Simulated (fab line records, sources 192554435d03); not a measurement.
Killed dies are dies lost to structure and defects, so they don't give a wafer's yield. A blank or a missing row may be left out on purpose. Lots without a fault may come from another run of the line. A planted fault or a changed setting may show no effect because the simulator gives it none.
Which tool did it? | flow n5_finfet | 12 lots, 35 wafers sampled, at 3 steps of a route of 1938

WHAT THE GAUGES READ, wafer by wafer
N5_BEOL_M13_RS_MEAS_54: measures by four-point-probe.
lot  | measured     | on            | M13_RS (ohm/sq)
L531 | day 11 14:46 | film_metro-01 | 0.0450 0.0436 0.0435
L533 | day 12 00:08 | film_metro-01 | 0.0458 0.0450 0.0464
L532 | day 12 01:12 | film_metro-01 | 0.0459 0.0461 0.0458
L534 | day 13 05:55 | film_metro-01 | 0.0453 0.0452
L537 | day 13 20:40 | film_metro-02 | 0.0441 0.0432 0.0440
L541 | day 14 03:34 | film_metro-01 | 0.0464 0.0453 0.0460
L540 | day 14 19:01 | film_metro-02 | 0.0436 0.0434 0.0449
L546 | day 15 20:06 | film_metro-02 | 0.0455 0.0469 0.0454
L547 | day 16 01:34 | film_metro-01 | 0.0447 0.0452 0.0464
L549 | day 16 12:46 | film_metro-02 | 0.0438 0.0441 0.0438
L553 | day 17 07:09 | film_metro-02 | 0.0456 0.0437 0.0436
L552 | day 17 12:47 | film_metro-02 | 0.0439 0.0448 0.0438

WHICH TOOL RAN EACH LOT (tool, then ch and the chambers of the sampled wafers, then the start)
lot  | N5_BEOL_M13_PRE_CLEAN_42     | N5_BEOL_M13_SPUTTER_43
L531 | pvd_sputter-03, day 11 13:18 | pvd_sputter-03, day 11 13:20
L533 | pvd_sputter-02, day 11 22:56 | pvd_sputter-02, day 11 22:58
L532 | pvd_sputter-02, day 11 23:37 | pvd_sputter-02, day 11 23:39
L534 | pvd_sputter-01, day 13 04:43 | pvd_sputter-01, day 13 04:45
L537 | pvd_sputter-02, day 13 19:27 | pvd_sputter-02, day 13 19:29
L541 | pvd_sputter-03, day 14 02:22 | pvd_sputter-03, day 14 02:25
L540 | pvd_sputter-02, day 14 17:47 | pvd_sputter-02, day 14 17:49
L546 | pvd_sputter-01, day 15 18:52 | pvd_sputter-01, day 15 18:54
L547 | pvd_sputter-01, day 16 00:20 | pvd_sputter-01, day 16 00:22
L549 | pvd_sputter-01, day 16 11:31 | pvd_sputter-01, day 16 11:33
L553 | pvd_sputter-02, day 17 05:46 | pvd_sputter-02, day 17 05:49
L552 | pvd_sputter-02, day 17 11:14 | pvd_sputter-02, day 17 11:17
- N5_BEOL_M13_PRE_CLEAN_42: time 30 s.
- N5_BEOL_M13_SPUTTER_43: material TaN, target thk 15 nm, time 24.19 s.

WHAT THE TOOLS THEMSELVES READ (means of the sampled wafers that have a number; where no wafer has one, the mark that the record gives instead)
N5_BEOL_M13_PRE_CLEAN_42.
lot  | tool           | heater_power_w (W)
L531 | pvd_sputter-03 | 342
L533 | pvd_sputter-02 | 344
L532 | pvd_sputter-02 | 334
L534 | pvd_sputter-01 | 322
L537 | pvd_sputter-02 | 362
L541 | pvd_sputter-03 | 321
L540 | pvd_sputter-02 | 380
L546 | pvd_sputter-01 | 358
L547 | pvd_sputter-01 | 339
L549 | pvd_sputter-01 | 337
L553 | pvd_sputter-02 | 371
L552 | pvd_sputter-02 | 359

N5_BEOL_M13_SPUTTER_43.
lot  | tool           | throttle_valve_pct (%)
L531 | pvd_sputter-03 | 30.6
L533 | pvd_sputter-02 | 29.3
L532 | pvd_sputter-02 | 29.4
L534 | pvd_sputter-01 | 29.8
L537 | pvd_sputter-02 | 29.3
L541 | pvd_sputter-03 | 28.8
L540 | pvd_sputter-02 | 28.3
L546 | pvd_sputter-01 | 29.8
L547 | pvd_sputter-01 | 28.7
L549 | pvd_sputter-01 | 28.7
L553 | pvd_sputter-02 | 30.1
L552 | pvd_sputter-02 | 29.5

THE ANSWER, worked out from the rows above alone
Rule: what is usual is taken from the lots themselves. Put in order of their means at a reading, lots are off if they are a third of the lots or fewer, leave a main group of 4 or more, and stand apart from it by a gap of 3 or more times the standard deviation of the main group's means; of several such gaps the widest counts. A main group whose means are all the same, to the digits that the tables above print for the reading, isn't used. A lot without any number at a reading at which 4 lots or more have one is off too. The other lots that the step has rows for count as sound. The gauges are gone through in route order, then the tools' own readings, and for those a lot's mean is taken as printed above. The first step at which some lot is off is used, and at that step the reading that is off furthest; a lot without a number counts as furthest.
No lot is off at any reading shown: from this, nothing can be told.

WHAT THE SIMULATOR HAD PUT IN
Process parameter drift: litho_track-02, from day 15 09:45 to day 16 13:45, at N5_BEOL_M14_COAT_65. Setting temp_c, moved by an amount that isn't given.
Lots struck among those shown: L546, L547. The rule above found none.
